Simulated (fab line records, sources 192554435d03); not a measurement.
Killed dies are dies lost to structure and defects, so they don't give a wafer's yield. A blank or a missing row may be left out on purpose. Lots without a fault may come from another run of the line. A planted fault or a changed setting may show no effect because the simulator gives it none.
A struck lot beside a sound one | flow n5_finfet | 15 steps out of a route of 1938
Sound: wafers L545.1, L545.4, L545.5. Struck: wafers L559.1, L559.2, L559.4. The cause comes at the end.
At each step with rows: each side's tool, then ch and its chambers, then its first start. Under that, the readings that differ: sound wafers | struck wafers | difference of the means | sigmas: that difference in standard deviations of wafers without a fault.
alike: readings whose means differ by less than 2 such deviations, and words and numbers that are the same on both sides. not compared: withheld readings, readings that some wafer has no value for, bounds like >300 that may hide the same value, and numbers for which the record gives no deviation and whose values overlap.
The two part at a step that has a row with sigmas, a row that says differs or no value, or rows on one side only. Numbers that don't overlap but have no deviation are shown without sigmas and don't part them. A reading that every wafer of one side lacks parts them only if that side has two wafers or more.

first, 3 steps without rows for these wafers: N5_HKMG_FIN_EXPOSE_09 (exposes mask NWFM); N5_HKMG_FIN_PEB_10 (peb time 60 s); N5_HKMG_FIN_DEVELOP_11 (develop time 30 s).
N5_HKMG_FIN_CD_MEAS_12: target cd 92.8 nm.
  sound on cd_sem-02 ch 0, day 4 01:20; struck on cd_sem-02 ch 0, day 7 16:06
  alike: cd_nm
N5_HKMG_FIN_OVL_MEAS_13:
  sound on overlay-01 ch 0, day 4 01:22; struck on overlay-01 ch 0, day 7 16:08
  reading       | sound         | struck      | difference | sigmas
  NWFM_OVL (nm) | 0.1 -0.2 -0.2 | 1.4 1.1 0.8 | +1.2       | +2
N5_HKMG_FIN_INSPECT_14: inspects for defects (macro).
  sound on defect_inspect-02, day 4 01:23; struck on defect_inspect-02, day 7 16:09
  alike: raw_defect_count
N5_HKMG_FIN_DESCUM_17: chemistry O2, time 7.9 s.
  sound on rie_diel-02 ch 0,2, day 4 01:25; struck on rie_diel-02 ch 0,1,2, day 7 16:11
  alike: drypump_motor_current_A, oes_product_au, rf_vpp_V, showerhead_plenum_p_Torr, temp_c, throttle_valve_pct
  not compared: rf_hours_counter_h
N5_HKMG_FIN_ETCH_31: etches SiARC in CF4, target depth 45.5 nm, time 75.8 s.
  sound on rie_diel-02 ch 0,2, day 4 01:28; struck on rie_diel-02 ch 0,1,2, day 7 16:13
  alike: drypump_motor_current_A, etch_rf_on_time_s, oes_product_au, rf_vpp_V, showerhead_plenum_p_Torr, throttle_valve_pct
  not compared: rf_hours_counter_h
N5_HKMG_FIN_ETCH_32: etches SOC in N2/H2, target depth 240 nm, time 300 s.
  sound on rie_diel-02 ch 0,2, day 4 01:31; struck on rie_diel-02 ch 0,1,2, day 7 16:17
  alike: drypump_motor_current_A, oes_product_au, rf_vpp_V, showerhead_plenum_p_Torr, temp_c, throttle_valve_pct
  not compared: rf_hours_counter_h
then, 1 step without rows for these wafers: N5_HKMG_FIN_STRIP_33 (strips in N2/H2).
N5_HKMG_FIN_STRIP_34: strips in CF4.
  sound on rie_diel-02 ch 0,2, day 4 01:42; struck on rie_diel-02 ch 0,1,2, day 7 16:28
  alike: bias_power_w, cf4_flow_sccm, drypump_motor_current_A, oes_product_au, rf_vpp_V, showerhead_plenum_p_Torr, throttle_valve_pct
  not compared: rf_hours_counter_h
N5_HKMG_FIN_ETCH_35: etches SOC in N2/H2, target depth 215.8 nm, time 243.4 s.
  sound on rie_diel-02 ch 0,2, day 4 01:43; struck on rie_diel-02 ch 0,1,2, day 7 16:29
  alike: drypump_motor_current_A, oes_product_au, rf_vpp_V, showerhead_plenum_p_Torr, throttle_valve_pct
  not compared: rf_hours_counter_h
N5_HKMG_FIN_STRIP_92: strips SOC in N2/H2, time 20 s.
  sound on rie_diel-02 ch 0,2, day 4 01:52; struck on rie_diel-02 ch 0,1,2, day 7 16:38
  no value came back on the struck wafers for any of 8 readings (bias_power_w (W), chamber_pressure_mTorr (mTorr) and others); on the sound wafers bias_power_w (W) reads 8.027 8.039 7.975
  reading                                   | sound        | struck       | difference | sigmas
  model.SOC_of_HKMG_FIN_COAT_29.thk_nm (nm) | 64.6 80.2 65 | 93 81.8 82.2 | +16        |
  not compared: rf_hours_counter_h
then, 1 step without rows for these wafers: N5_HKMG_FIN_WET_ETCH_18 (etches TiN in SC1, time 55 s, target depth 5.2 nm, rinse time 30 s).
-- the record jumps here: 4 days lie between the struck wafers' starts before and after (it left off in module HKMG_FIN and takes up again in module BEOL_M4, whose first step shown is number 1111 of the route) --
N5_BEOL_M4_RC_MEAS_101:
  sound on prober-02 ch 0, day 8 11:57; struck on prober-01 ch 0, day 11 16:22
  alike: DIBL_N, DIBL_P, IOFF_N, IOFF_P, ION_N, ION_P, SS_N, SS_P, VT_N, VT_P

WHERE THEY PART
First at N5_HKMG_FIN_OVL_MEAS_13; last, within this record, at N5_HKMG_FIN_STRIP_92. Later steps at which nothing parts them and some readings are alike: N5_BEOL_M4_RC_MEAS_101.

WHY: what the simulator had put in
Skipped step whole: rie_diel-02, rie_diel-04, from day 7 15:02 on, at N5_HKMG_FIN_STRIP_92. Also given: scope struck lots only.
